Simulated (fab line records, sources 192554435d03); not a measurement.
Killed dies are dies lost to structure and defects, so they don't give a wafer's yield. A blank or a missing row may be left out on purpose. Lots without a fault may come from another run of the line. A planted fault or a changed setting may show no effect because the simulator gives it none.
Split-lot experiment | flow n5_finfet | 7 lots, 21 wafers read, on a route of 1938 steps

THE SPLIT
At N5_MIM_BOT_ETCH_ETCH_04 (etches SiNx in CF4/O2, target depth 26 nm, time 13 s), the setting source_w was moved away from the recipe's 535 W on 10 of the 21 wafers read, by -16.2% to +17.4%. The other wafers ran this setting at the recipe's value.

The reading is taken at the split's own step.

THE READING
rf_vpp_V, in V, at N5_MIM_BOT_ETCH_ETCH_04 (etches SiNx in CF4/O2, target depth 26 nm, time 13 s). Fault-free wafers of this fab line usually give 241 V, standard deviation 3.5 V.

wafer  | tool, chamber at the split | source_w as run, W | against the recipe | rf_vpp_V, V | against lot-mates on the recipe
L075.3 | rie_diel-04, 1             | 628.1              | +17.4%             | 220         | -19
L075.4 | rie_diel-04, 3             | 628.1              | +17.4%             | 227         | -12
L075.6 | rie_diel-04, 1             | 535                | recipe             | 239         | -
L078.3 | rie_diel-05, 3             | 535                | recipe             | 243         | -
L078.4 | rie_diel-05, 1             | 574.3              | +7.3%              | 236         | -8
L078.6 | rie_diel-05, 3             | 535                | recipe             | 244         | -
L079.3 | rie_diel-02, 0             | 559.9              | +4.7%              | 237         | no lot-mate on the recipe
L079.4 | rie_diel-02, 2             | 559.9              | +4.7%              | 229         | no lot-mate on the recipe
L079.6 | rie_diel-02, 1             | 559.9              | +4.7%              | 231         | no lot-mate on the recipe
L080.1 | rie_diel-02, 0             | 535                | recipe             | 243         | -
L080.2 | rie_diel-02, 1             | 448.3              | -16.2%             | 259         | +16
L080.4 | rie_diel-02, 2             | 448.3              | -16.2%             | 256         | +13
L086.2 | rie_diel-04, 3             | 535                | recipe             | 246         | -
L086.3 | rie_diel-04, 2             | 535                | recipe             | 243         | -
L086.5 | rie_diel-04, 2             | 535                | recipe             | 243         | -
L090.1 | rie_diel-04, 1             | 535                | recipe             | 239         | -
L090.4 | rie_diel-04, 2             | 535                | recipe             | 244         | -
L090.6 | rie_diel-04, 1             | 535                | recipe             | 238         | -
L093.1 | rie_diel-02, 2             | 448.4              | -16.2%             | 258         | +11
L093.2 | rie_diel-02, 0             | 535                | recipe             | 247         | -
L093.6 | rie_diel-02, 0             | 448.4              | -16.2%             | 271         | +24

THE FIT
A straight line over all 21 wafers: rf_vpp_V changes by -1.16 V for each +1% of source_w; r = -0.93; the points scatter about the line by 4.3 V.
The same after taking each lot's own level away (the mean of its wafers on the recipe; 18 wafers): -0.952 V for each +1%; r = -0.95; scatter 3.1 V.
On that fit, the largest move of source_w shifts the reading by 17 V.
The lots' own levels span 239.0 to 247.0 V, that is 2.3 times the standard deviation above.
So the lot-to-lot level changes the slope: the two fits differ.
Check: with one of the wafers moved furthest among these (+17.4%) left out of the fit, the line predicts -15.4 V for it against its lot-mates. It came out at -19 V against them.
Tool readings at the split's step, against how far the setting was moved: rf_vpp_V r = -0.93.

OTHER SPLITS ON THESE WAFERS
These wafers also went through other splits before the reading. Each is held against what the fit with the lots' levels taken away leaves over:
other split on the same wafers | wafers away from the commonest value | r with rf_vpp_V (lot level and that fit taken away)
N5_BEOL_M13_ETCH_59 time_s     | 5                                    | +0.13
N5_BEOL_M14_ETCH_68 time_s     | 8                                    | +0.22
N5_BEOL_M14_SPUTTER_43 time_s  | 11                                   | -0.09
N5_MIM_TOP_SPUTTER_03 time_s   | 6                                    | -0.14

THE WHOLE CHAIN: every reading that the file lists as answering this split, in the file's order
step                    | what it does                                         | reading                                                        | change (the file's fit)               | r (the file's)
N5_MIM_BOT_ETCH_ETCH_04 | etches SiNx in CF4/O2, target depth 26 nm, time 13 s | rf_vpp_V                                                       | -0.94 V for each +1% of the setting   | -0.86
N5_MIM_BOT_ETCH_ETCH_04 | etches SiNx in CF4/O2, target depth 26 nm, time 13 s | etch.depth_nm (the simulator's own value, which no gauge read) | +0.214 nm for each +1% of the setting | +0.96

THE FILE'S OWN FIT
rf_vpp_V changes by -0.94 V for each +1% of source_w, r = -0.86.
